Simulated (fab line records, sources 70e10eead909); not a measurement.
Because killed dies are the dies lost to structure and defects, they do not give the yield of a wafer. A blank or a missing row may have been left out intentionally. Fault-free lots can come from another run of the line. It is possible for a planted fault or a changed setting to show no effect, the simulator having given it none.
Matching of chambers ; flow nand harc ; pecvd-04 running NHARC_A_STAIRCASE_DEP_417: 3 sister chambers
The step deposits Si3N4, target thk 60 nm. 6 wafers are shown with their chamber, then 12 later ones without.

WAFERS WITH THEIR CHAMBER
wafer;chamber;heater power w (W)
L092.3;0;970
L093.1;1;751
L093.6;1;750
L095.2;0;825
L095.3;2;750
L095.4;2;744

WAFERS WHOSE CHAMBER IS MISSING
wafer;heater power w (W)
L094.2;808
L094.3;807
L094.6;761
L094.1;946
L094.4;963
L094.5;780
L096.1;823
L096.2;974
L096.3;735
L097.1;741
L097.5;791
L097.6;747

WHICH CHAMBER EACH WENT THROUGH
wafer;from the rows above;in truth
L094.2;can't be placed: 1 or 2 or 0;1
L094.3;can't be placed: 1 or 2 or 0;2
L094.6;can't be placed: 1 or 2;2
L094.1;0;0
L094.4;0;0
L094.5;can't be placed: 1 or 2 or 0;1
L096.1;can't be placed: 1 or 0 or 2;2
L096.2;0;0
L096.3;can't be placed: 2 or 1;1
L097.1;can't be placed: 2 or 1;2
L097.5;can't be placed: 1 or 2 or 0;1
L097.6;can't be placed: 2 or 1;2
3 of 12 placed correctly. Not placeable from these rows: 9 (in 9, the candidates include the true chamber). Placed wrongly: 0.
How it was worked out, from the rows above alone: a wafer's distance from a chamber is the root of the sum, over the readings, of the square of ((its reading less the chamber's mean) divided by the reading's scatter). If the next closest chamber is less than 2 further off than the closest, the wafer can't be placed; otherwise it belongs to the closest. A chamber's mean is the mean of its shown wafers. The scatter: the root of (the sum of the squares of (reading less its chamber's mean) over the shown wafers, divided by (wafers less chambers)).
